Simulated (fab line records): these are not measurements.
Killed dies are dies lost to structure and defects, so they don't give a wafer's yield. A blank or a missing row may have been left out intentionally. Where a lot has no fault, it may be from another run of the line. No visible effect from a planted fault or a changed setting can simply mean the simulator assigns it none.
Split-lot experiment || flow n5_finfet || 21 wafers read across 7 lots, on a route 1938 steps long

## THE SPLIT
At N5_BEOL_M8_DEP_56 (deposits SiCN from 3MS/NH3, target thk 10 nm, time 17.5 s), the setting time_s was moved away from the recipe's 17.5 s on 10 of the 21 wafers read, by -6.7% to +6.5%. For the rest of the wafers, this setting stayed at what the recipe calls for.

The reading comes from the split's own step.

## THE READING
SiCN_of_BEOL_M8_DEP_56.thk_nm (the simulator's own value, which no gauge read), in nm, at N5_BEOL_M8_DEP_56 (deposits SiCN from 3MS/NH3, target thk 10 nm, time 17.5 s). No usual value for it is given in the file. Average 10.0 nm, standard deviation 0.17 nm, over the 11 wafers here run with the recipe.

{"wafer": "L076.3", "tool, chamber at the split": "pecvd-01, 0,1", "time_s as run, s": 17.5, "against the recipe": "recipe", "SiCN_of_BEOL_M8_DEP_56.thk_nm, nm": 10.2, "against lot-mates on the recipe": "-"}
{"wafer": "L076.5", "tool, chamber at the split": "pecvd-01, 0,1", "time_s as run, s": 17.5, "against the recipe": "recipe", "SiCN_of_BEOL_M8_DEP_56.thk_nm, nm": 10.2, "against lot-mates on the recipe": "-"}
{"wafer": "L076.4", "tool, chamber at the split": "pecvd-01, 2", "time_s as run, s": 16.57, "against the recipe": "-5.3%", "SiCN_of_BEOL_M8_DEP_56.thk_nm, nm": 9.8, "against lot-mates on the recipe": -0.4}
{"wafer": "L079.1", "tool, chamber at the split": "pecvd-01, 1", "time_s as run, s": 16.33, "against the recipe": "-6.7%", "SiCN_of_BEOL_M8_DEP_56.thk_nm, nm": 9.2, "against lot-mates on the recipe": -0.6}
{"wafer": "L079.5", "tool, chamber at the split": "pecvd-01, 2", "time_s as run, s": 16.33, "against the recipe": "-6.7%", "SiCN_of_BEOL_M8_DEP_56.thk_nm, nm": 9.6, "against lot-mates on the recipe": -0.2}
{"wafer": "L079.6", "tool, chamber at the split": "pecvd-01, 1", "time_s as run, s": 17.5, "against the recipe": "recipe", "SiCN_of_BEOL_M8_DEP_56.thk_nm, nm": 9.8, "against lot-mates on the recipe": "-"}
{"wafer": "L086.1", "tool, chamber at the split": "pecvd-03, 2", "time_s as run, s": 17.5, "against the recipe": "recipe", "SiCN_of_BEOL_M8_DEP_56.thk_nm, nm": 10, "against lot-mates on the recipe": "-"}
{"wafer": "L086.4", "tool, chamber at the split": "pecvd-03, 2,0", "time_s as run, s": 18.53, "against the recipe": "+5.9%", "SiCN_of_BEOL_M8_DEP_56.thk_nm, nm": 10.6, "against lot-mates on the recipe": "+0.6"}
{"wafer": "L086.6", "tool, chamber at the split": "pecvd-03, 2,0", "time_s as run, s": 18.53, "against the recipe": "+5.9%", "SiCN_of_BEOL_M8_DEP_56.thk_nm, nm": 10.6, "against lot-mates on the recipe": "+0.6"}
{"wafer": "L087.4", "tool, chamber at the split": "pecvd-03, 2,0", "time_s as run, s": 16.63, "against the recipe": "-5.0%", "SiCN_of_BEOL_M8_DEP_56.thk_nm, nm": 9.6, "against lot-mates on the recipe": -0.6}
{"wafer": "L087.5", "tool, chamber at the split": "pecvd-03, 2,0", "time_s as run, s": 16.63, "against the recipe": "-5.0%", "SiCN_of_BEOL_M8_DEP_56.thk_nm, nm": 9.6, "against lot-mates on the recipe": -0.6}
{"wafer": "L087.6", "tool, chamber at the split": "pecvd-03, 1", "time_s as run, s": 17.5, "against the recipe": "recipe", "SiCN_of_BEOL_M8_DEP_56.thk_nm, nm": 10.2, "against lot-mates on the recipe": "-"}
{"wafer": "L088.1", "tool, chamber at the split": "pecvd-02, 1", "time_s as run, s": 17.5, "against the recipe": "recipe", "SiCN_of_BEOL_M8_DEP_56.thk_nm, nm": 10, "against lot-mates on the recipe": "-"}
{"wafer": "L088.5", "tool, chamber at the split": "pecvd-02, 2", "time_s as run, s": 17.5, "against the recipe": "recipe", "SiCN_of_BEOL_M8_DEP_56.thk_nm, nm": 10.2, "against lot-mates on the recipe": "-"}
{"wafer": "L088.6", "tool, chamber at the split": "pecvd-02, 1", "time_s as run, s": 18.63, "against the recipe": "+6.5%", "SiCN_of_BEOL_M8_DEP_56.thk_nm, nm": 10.8, "against lot-mates on the recipe": "+0.7"}
{"wafer": "L097.1", "tool, chamber at the split": "pecvd-03, 2,1", "time_s as run, s": 17.5, "against the recipe": "recipe", "SiCN_of_BEOL_M8_DEP_56.thk_nm, nm": 9.8, "against lot-mates on the recipe": "-"}
{"wafer": "L097.3", "tool, chamber at the split": "pecvd-03, 2,1", "time_s as run, s": 17.5, "against the recipe": "recipe", "SiCN_of_BEOL_M8_DEP_56.thk_nm, nm": 9.8, "against lot-mates on the recipe": "-"}
{"wafer": "L097.6", "tool, chamber at the split": "pecvd-03, 0", "time_s as run, s": 17.5, "against the recipe": "recipe", "SiCN_of_BEOL_M8_DEP_56.thk_nm, nm": 10, "against lot-mates on the recipe": "-"}
{"wafer": "L096.1", "tool, chamber at the split": "pecvd-02, 1", "time_s as run, s": 18.3, "against the recipe": "+4.6%", "SiCN_of_BEOL_M8_DEP_56.thk_nm, nm": 10.4, "against lot-mates on the recipe": "+0.2"}
{"wafer": "L096.2", "tool, chamber at the split": "pecvd-02, 2", "time_s as run, s": 17.5, "against the recipe": "recipe", "SiCN_of_BEOL_M8_DEP_56.thk_nm, nm": 10.2, "against lot-mates on the recipe": "-"}
{"wafer": "L096.6", "tool, chamber at the split": "pecvd-02, 2", "time_s as run, s": 18.3, "against the recipe": "+4.6%", "SiCN_of_BEOL_M8_DEP_56.thk_nm, nm": 11, "against lot-mates on the recipe": "+0.8"}
When a row names more than one chamber, that row covers several wafers, and the file does not tell which wafer ran in which chamber.

FIT RESULTS
A straight line over all 21 wafers: SiCN_of_BEOL_M8_DEP_56.thk_nm changes by +0.0994 nm for each +1% of time_s; r = +0.90; the points scatter about the line by 0.19 nm.
The same after taking each lot's own level away (the mean of its wafers on the recipe; 21 wafers): +0.0926 nm for each +1%; r = +0.93; scatter 0.16 nm.
Per that fit: largest time_s move, reading shift of 0.62 nm.
The lots' own levels span 9.80 to 10.20 nm, that is 2.4 times the standard deviation above.
The two slopes are in agreement: the lot-to-lot level therefore moves the slope only a little.
Check: with one of the wafers moved furthest among these (-6.7%) left out of the fit, the line predicts -0.588 nm for it against its lot-mates. Against them it came out at -0.6 nm.

## OTHER SPLITS APPLIED TO THESE WAFERS
Note: prior to the reading, these wafers also went through further splits. Each is held against what the fit with the lots' levels taken away leaves over:
{"other split on the same wafers": "N5_BEOL_M8_PEB_09 peb_time_s", "wafers away from the commonest value": 6, "r with SiCN_of_BEOL_M8_DEP_56.thk_nm (lot level and that fit taken away)": "+0.10"}

## FILE'S OWN FIT
SiCN_of_BEOL_M8_DEP_56.thk_nm changes by +0.093 nm for each +1% of time_s, r = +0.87.
